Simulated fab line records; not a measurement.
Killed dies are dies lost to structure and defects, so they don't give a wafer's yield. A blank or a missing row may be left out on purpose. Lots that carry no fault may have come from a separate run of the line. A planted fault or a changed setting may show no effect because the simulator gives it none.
3 desks looking at one fault + flow n5Finfet + numbers are kept per desk, each desk with only its own; the story behind them comes last

== AT THE TOOL OWNER'S DESK: rieDiel-06 ==
The tool's own readings at N5_FIN_SAQP_ETCH_52 (etches SOC in N2/H2, target depth 100 nm, overetch 20 nm, time 150 s): means of the sampled wafers that have a number, for each lot that ran on this tool. A lot is out of limits, marked OUT, if its mean lies more than 4 standard deviations from the usual mean; the brackets give that distance.
Columns: A = biasW at N5_FIN_SAQP_ETCH_52, usual 150.0 W; B = drypumpMotorCurrentA at N5_FIN_SAQP_ETCH_52, usual 5.7 A; C = oesProductAu at N5_FIN_SAQP_ETCH_52, usual 0.68 a.u.; D = rfFwdPowerW at N5_FIN_SAQP_ETCH_52, usual 836.4 W; E = rfVppV at N5_FIN_SAQP_ETCH_52, usual 523 V; F = showerheadPlenumPTorr at N5_FIN_SAQP_ETCH_52, usual 2.53 Torr; G = throttleValvePct at N5_FIN_SAQP_ETCH_52, usual 17.89 %
| lot  | first seen here | A     | B   | C    | D               | E   | F    | G     |
|------|-----------------|-------|-----|------|-----------------|-----|------|-------|
| L994 | day 4 04:38     | 149.9 | 5.8 | 0.71 | 838.2           | 526 | 2.61 | 17.83 |
| L997 | day 4 22:26     | 150.0 | 5.8 | 0.67 | 903.1 (+25) OUT | 512 | 2.54 | 17.99 |
| L101 | day 5 23:19     | 149.6 | 5.8 | 0.69 | 902.5 (+24) OUT | 514 | 2.58 | 17.79 |
This desk's verdict: out of limits on L101, L997, starting with L997 at day 4 22:26 (rfFwdPowerW at N5_FIN_SAQP_ETCH_52). L994 stayed within limits.

== METROLOGY DESK ==
Lot by lot, what the gauges showed, no matter which tool ran the lot: averages of those sampled wafers that carry a number. A lot is out of limits, marked OUT, if its mean lies more than 4 standard deviations from the usual mean; the brackets give that distance. Of its 12 readings 7 are shown: those that lie furthest out on some lot.
Columns: A = cdNm at N5_FIN_SAQP_CD_MEAS_16, usual 35.5 nm; B = DIBL_N at N5_BEOL_M4_RC_MEAS_101, usual 35.9 mV/V; C = DIBL_P at N5_BEOL_M4_RC_MEAS_101, usual 35.9 mV/V; D = IOFF_P at N5_BEOL_M4_RC_MEAS_101, usual 0.21 nA/um; E = ION_N at N5_BEOL_M4_RC_MEAS_101, usual 672 uA/um; F = SS_N at N5_BEOL_M4_RC_MEAS_101, usual 71.4 mV/dec; G = SS_P at N5_BEOL_M4_RC_MEAS_101, usual 73.2 mV/dec
| lot  | first seen here | A    | B    | C    | D    | E   | F    | G    |
|------|-----------------|------|------|------|------|-----|------|------|
| L992 | day 3 17:43     | 35.2 | 36.1 | 35.4 | 0.22 | 673 | 71.1 | 73.2 |
| L994 | day 4 04:26     | 35.4 | 35.6 | 34.7 | 0.19 | 669 | 71.2 | 72.7 |
| L997 | day 4 22:16     | 36.0 | 36.7 | 36.9 | 0.21 | 685 | 71.9 | 72.9 |
| L998 | day 5 05:22     | 35.7 | 37.3 | 36.9 | 0.25 | 680 | 71.5 | 73.8 |
| L101 | day 5 23:08     | 35.4 | 36.2 | 34.4 | 0.19 | 667 | 72.0 | 73.0 |
| L108 | day 7 14:53     | 35.5 | 37.7 | 38.9 | 0.23 | 670 | 71.9 | 74.1 |
Result from this desk: across the 6 lots, nothing is out of limits.

== THE DEFECT DESK ==
Counts from the inspections along the route, per lot, as means over the sampled wafers that have a number. A lot is out of limits, marked OUT, if its mean lies more than 4 standard deviations from the usual mean; the brackets give that distance.
Columns: A = rawDefectCount at N5_FIN_SAQP_INSPECT_18, usual 445
| lot  | first seen here | A   |
|------|-----------------|-----|
| L992 | day 3 17:46     | 280 |
| L994 | day 4 04:31     | 343 |
| L997 | day 4 22:19     | 301 |
| L998 | day 5 05:25     | 348 |
| L101 | day 5 23:11     | 402 |
| L108 | day 7 14:56     | 507 |
Result from this desk: across the 6 lots, nothing is out of limits.

== BROUGHT TOGETHER ==
On L101, L997, at day 4 22:26, an alarm was possible from the tool owner's desk.
From the metrology desk's view, nothing was out of limits.
Nothing the defect desk looked at was out of limits.
The metrology desk has L101, L997 on record, within its limits.
The defect desk has L101, L997 on record, within its limits.
The lots listed all ran N5_FIN_SAQP_ETCH_52 on rieDiel-06.

== WHAT WAS PUT IN BY THE SIMULATOR ==
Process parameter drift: rieDiel-06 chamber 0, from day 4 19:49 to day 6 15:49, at N5_FIN_SAQP_ETCH_52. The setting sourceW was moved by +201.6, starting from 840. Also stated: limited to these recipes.
Shown lots that were struck: L101, L997.
Time in hours from fault onset to the first out-of-limits reading at each desk: the tool owner's desk, 3.
